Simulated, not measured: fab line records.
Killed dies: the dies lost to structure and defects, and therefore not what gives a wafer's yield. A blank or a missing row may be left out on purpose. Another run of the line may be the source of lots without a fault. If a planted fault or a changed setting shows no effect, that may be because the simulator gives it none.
Which tool was responsible? + flow nand harc + 13 lots with 37 wafers sampled at 3 steps, on a route of 1302 steps

WHAT EACH GAUGE READ, for each wafer
NHARC_A_STAIRCASE_INSPECT_155. Usual: raw defect count at 419, with a standard deviation of 120.
| lot  | measured     | on                | raw defect count | flag |
|------|--------------|-------------------|------------------|------|
| L976 | day 19 21:34 | defect inspect-01 | 320 320 289      |      |
| L977 | day 19 21:44 | defect inspect-02 | 312 299 491      |      |
| L978 | day 20 00:30 | defect inspect-01 | 476 496 632      |      |
| L975 | day 20 02:44 | defect inspect-01 | 362 471 488      |      |
| L979 | day 20 14:46 | defect inspect-01 | 258 220 227      |      |
| L984 | day 22 22:34 | defect inspect-01 | 281 422          |      |
| L988 | day 24 01:05 | defect inspect-02 | 258 322          |      |
| L989 | day 25 00:16 | defect inspect-02 | 525 399 496      |      |
| L992 | day 25 15:01 | defect inspect-02 | 813 491 397      |      |
| L994 | day 26 14:59 | defect inspect-02 | 482 443 337      |      |
| L993 | day 26 17:52 | defect inspect-02 | 772 603 469      |      |
| L996 | day 27 18:25 | defect inspect-02 | 328 328 335      |      |
| L997 | day 27 20:18 | defect inspect-02 | 533 590 383      |      |

WHICH TOOL RAN EACH LOT (tool, then ch and the chambers of the sampled wafers, then the start)
| lot  | NHARC_A_STAIRCASE_CMP_450     | NHARC_A_STAIRCASE_ETCHBACK_422     |
|------|-------------------------------|------------------------------------|
| L976 | cmp-03 ch 0,1,2, day 19 19:49 | rie diel-07 ch 0,1,3, day 19 20:20 |
| L977 | cmp-01 ch 0,1,3, day 19 19:49 | rie diel-08 ch 1,2,3, day 19 20:21 |
| L978 | cmp-03 ch 0,1,2, day 19 22:40 | rie diel-08 ch 0,1,2, day 19 23:12 |
| L975 | cmp-02 ch 0,1,2, day 19 23:34 | rie diel-07 ch 0,1,3, day 20 00:07 |
| L979 | cmp-01 ch 1,2, day 20 12:59   | rie diel-08 ch 1,2,3, day 20 13:32 |
| L984 | cmp-01 ch 2,3, day 22 20:44   | rie diel-07 ch 0,3, day 22 21:16   |
| L988 | cmp-01 ch 0,2, day 23 23:16   | rie diel-07 ch 2,3, day 23 23:49   |
| L989 | cmp-01 ch 1,2, day 24 22:28   | rie diel-08 ch 0,1, day 24 23:01   |
| L992 | cmp-01 ch 1,2,3, day 25 13:13 | rie diel-08 ch 0,1,3, day 25 13:46 |
| L994 | cmp-01 ch 1,2,3, day 26 13:14 | rie diel-07 ch 0,1,2, day 26 13:46 |
| L993 | cmp-02 ch 0,1, day 26 16:05   | rie diel-08 ch 1,2,3, day 26 16:38 |
| L996 | cmp-01 ch 0,1,2, day 27 16:38 | rie diel-07 ch 0,1,3, day 27 17:10 |
| L997 | cmp-02 ch 2,3, day 27 18:31   | rie diel-06 ch 0,1,3, day 27 19:04 |
- NHARC_A_STAIRCASE_CMP_450: polishes SiO2, target thk 200 nm.
- NHARC_A_STAIRCASE_ETCHBACK_422: etches the open film in CH3F/O2, target depth 40 nm, time 74.286 s.

AS READ BY THE TOOLS THEMSELVES (means over the sampled wafers that have a number; for cases with no such wafer, the mark the record gives instead)
NHARC_A_STAIRCASE_CMP_450. Usual: motor current A 11.8 A, standard deviation 1.3; slurry filter dp kPa 13.50 kPa, standard deviation 0.14.
| lot  | tool   | motor current A (A) | slurry filter dp kPa (kPa) | flag |
|------|--------|---------------------|----------------------------|------|
| L976 | cmp-03 | 12.2                | 13.57                      |      |
| L977 | cmp-01 | 11.9                | 13.48                      |      |
| L978 | cmp-03 | 12.4                | 13.45                      |      |
| L975 | cmp-02 | 12.2                | 13.53                      |      |
| L979 | cmp-01 | 10.8                | 13.47                      |      |
| L984 | cmp-01 | 10.7                | 13.50                      |      |
| L988 | cmp-01 | 12.1                | 13.66                      |      |
| L989 | cmp-01 | 11.6                | 13.51                      |      |
| L992 | cmp-01 | 10.5                | 13.58                      |      |
| L994 | cmp-01 | 11.0                | 13.62                      |      |
| L993 | cmp-02 | 11.4                | 13.42                      |      |
| L996 | cmp-01 | 11.9                | 13.64                      |      |
| L997 | cmp-02 | 12.3                | 13.51                      |      |

NHARC_A_STAIRCASE_ETCHBACK_422. Usual: ch3f flow sccm 50.00 sccm, standard deviation 0.14; drypump motor current A 5.5 A, standard deviation 0.37; mfc ar sccm 200.0 sccm, standard deviation 0.63; oes product au 0.95 a.u., standard deviation 0.038; rf vpp V 244.2 V, standard deviation 1.4; showerhead plenum p Torr 2.45 Torr, standard deviation 0.087; throttle valve pct 20.662 %, standard deviation 0.0082.
| lot  | tool        | ch3f flow sccm (sccm) | drypump motor current A (A) | mfc ar sccm (sccm) | oes product au (a.u.) | rf vpp V (V) | showerhead plenum p Torr (Torr) | throttle valve pct (%) | flag |
|------|-------------|-----------------------|-----------------------------|--------------------|-----------------------|--------------|---------------------------------|------------------------|------|
| L976 | rie diel-07 | 50.14                 | 5.5                         | 199.5              | 0.92                  | 245.0        | 2.51                            | 20.666                 |      |
| L977 | rie diel-08 | 50.05                 | 5.6                         | 199.7              | 0.98                  | 243.7        | 2.41                            | 20.662                 |      |
| L978 | rie diel-08 | 49.96                 | 5.4                         | 199.9              | 0.93                  | 244.7        | 2.46                            | 20.669                 |      |
| L975 | rie diel-07 | 49.96                 | 5.5                         | 200.7              | 0.90                  | 244.7        | 2.51                            | 20.671                 |      |
| L979 | rie diel-08 | 50.02                 | 5.6                         | 199.5              | 0.93                  | 244.2        | 2.41                            | 20.669                 |      |
| L984 | rie diel-07 | 50.10                 | 5.7                         | 200.2              | 0.99                  | 244.4        | 2.50                            | 20.667                 |      |
| L988 | rie diel-07 | 49.92                 | 5.2                         | 200.1              | 0.93                  | 245.6        | 2.47                            | 20.661                 |      |
| L989 | rie diel-08 | 50.06                 | 5.6                         | 199.8              | 1.02                  | 243.4        | 2.47                            | 20.666                 |      |
| L992 | rie diel-08 | 50.06                 | 5.5                         | 199.7              | 1.01                  | 243.5        | 2.40                            | 20.666                 |      |
| L994 | rie diel-07 | 49.95                 | 5.4                         | 200.1              | 0.92                  | 244.4        | 2.53                            | 20.661                 |      |
| L993 | rie diel-08 | 49.84                 | 5.5                         | 199.7              | 0.98                  | 243.6        | 2.39                            | 20.660                 |      |
| L996 | rie diel-07 | 50.00                 | 5.5                         | 199.8              | 0.92                  | 243.9        | 2.48                            | 20.655                 |      |
| L997 | rie diel-06 | 50.00                 | 5.7                         | 200.4              | 0.92                  | 244.5        | 2.46                            | 20.663                 |      |

THE ANSWER, worked out from the rows above alone
Rule: lot off if the mean of its wafers having a number is beyond 3 standard deviations from the usual mean. Also off: a lot with no number at a reading for which 4 or more lots have one. Where the step has rows for the other lots, those lots are counted as sound. Order of review: gauges by route order, followed by the tools' own readings, for which a lot's mean as printed above is used. The first step at which some lot is off is used, and at that step the reading that is off furthest; a lot without a number counts as furthest.
Across all readings shown, no lot is off: no conclusion can be drawn from this.

WHAT WAS PUT IN BY THE SIMULATOR
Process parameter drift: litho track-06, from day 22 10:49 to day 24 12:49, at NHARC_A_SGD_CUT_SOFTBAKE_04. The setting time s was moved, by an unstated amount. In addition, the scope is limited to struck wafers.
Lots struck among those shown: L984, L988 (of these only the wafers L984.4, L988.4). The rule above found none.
